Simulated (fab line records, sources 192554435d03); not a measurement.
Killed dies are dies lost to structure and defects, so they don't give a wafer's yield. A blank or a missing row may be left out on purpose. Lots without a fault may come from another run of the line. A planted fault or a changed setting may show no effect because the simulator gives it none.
One fault seen from 2 desks | flow n5_finfet | each desk has only its own numbers; what lay behind them comes last

THE TOOL OWNER'S DESK: rie_diel-05
The tool's own readings at N5_SD_EPI_P_ETCH_16 (etches SiO2 in CHF3/O2, target depth 5 nm): means of the sampled wafers that have a number, for each lot that ran on this tool. A lot is out of limits, marked OUT, if its mean lies more than 4 standard deviations from the usual mean; the brackets give that distance.
Columns: A = drypump_motor_current_A at N5_SD_EPI_P_ETCH_16, usual 5.9 A; B = oes_product_au at N5_SD_EPI_P_ETCH_16, usual 0.78 a.u.; C = rf_vpp_V at N5_SD_EPI_P_ETCH_16, usual 524 V; D = showerhead_plenum_p_Torr at N5_SD_EPI_P_ETCH_16, usual 2.45 Torr; E = throttle_valve_pct at N5_SD_EPI_P_ETCH_16, usual 18.88 %
lot  | first seen here | A   | B    | C   | D    | E
L628 | day 3 13:11     | 5.7 | 0.86 | 528 | 2.54 | 18.91
L630 | day 4 03:18     | 5.6 | 0.84 | 525 | 2.50 | 18.95
L638 | day 6 07:32     | 5.8 | 0.92 | 524 | 2.52 | 18.91
L641 | day 6 18:37     | 5.8 | 0.91 | 526 | 2.52 | 18.93
This desk's finding: nothing out of limits on any of the 4 lots.

THE METROLOGY DESK
What the gauges read, lot by lot, whatever tool the lot ran on: means of the sampled wafers that have a number. A lot is out of limits, marked OUT, if its mean lies more than 4 standard deviations from the usual mean; the brackets give that distance. Of its 12 readings 7 are shown: those that lie furthest out on some lot.
Columns: A = cd_nm at N5_SD_EPI_P_CD_MEAS_09, usual 240.0 nm; B = DIBL_N at N5_BEOL_M4_RC_MEAS_101, usual 36.1 mV/V; C = DIBL_P at N5_BEOL_M4_RC_MEAS_101, usual 36.1 mV/V; D = ION_N at N5_BEOL_M4_RC_MEAS_101, usual 675 uA/um; E = ION_P at N5_BEOL_M4_RC_MEAS_101, usual 462 uA/um; F = SS_P at N5_BEOL_M4_RC_MEAS_101, usual 73.3 mV/dec; G = VT_P at N5_BEOL_M4_RC_MEAS_101, usual -251.3 mV
lot  | first seen here | A     | B    | C    | D   | E   | F    | G
L628 | day 3 12:29     | 240.7 | 33.8 | 33.7 | 665 | 456 | 72.9 | -254.7
L629 | day 3 19:34     | 239.3 | 36.8 | 37.5 | 672 | 451 | 73.6 | -254.3
L630 | day 4 02:36     | 240.2 | 37.1 | 36.9 | 682 | 467 | 73.6 | -250.6
L632 | day 4 13:16     | 239.9 | 35.3 | 34.9 | 664 | 460 | 73.0 | -248.9
L638 | day 6 06:13     | 239.8 | 35.8 | 35.5 | 676 | 464 | 73.1 | -249.8
L641 | day 6 17:53     | 240.2 | 36.8 | 35.4 | 680 | 460 | 73.0 | -251.2
L644 | day 7 09:30     | 239.1 | 36.1 | 37.4 | 672 | 467 | 73.1 | -247.6
L645 | day 7 18:25     | 239.2 | 35.8 | 36.3 | 665 | 455 | 73.2 | -254.8
L647 | day 8 05:40     | 240.0 | 37.8 | 37.5 | 688 | 465 | 74.2 | -252.7
L648 | day 8 12:15     | 239.5 | 36.8 | 37.2 | 682 | 461 | 73.3 | -250.6
This desk's finding: nothing out of limits on any of the 10 lots.

PUT TOGETHER
The tool owner's desk saw nothing out of limits.
The metrology desk saw nothing out of limits.

WHAT THE SIMULATOR HAD PUT IN
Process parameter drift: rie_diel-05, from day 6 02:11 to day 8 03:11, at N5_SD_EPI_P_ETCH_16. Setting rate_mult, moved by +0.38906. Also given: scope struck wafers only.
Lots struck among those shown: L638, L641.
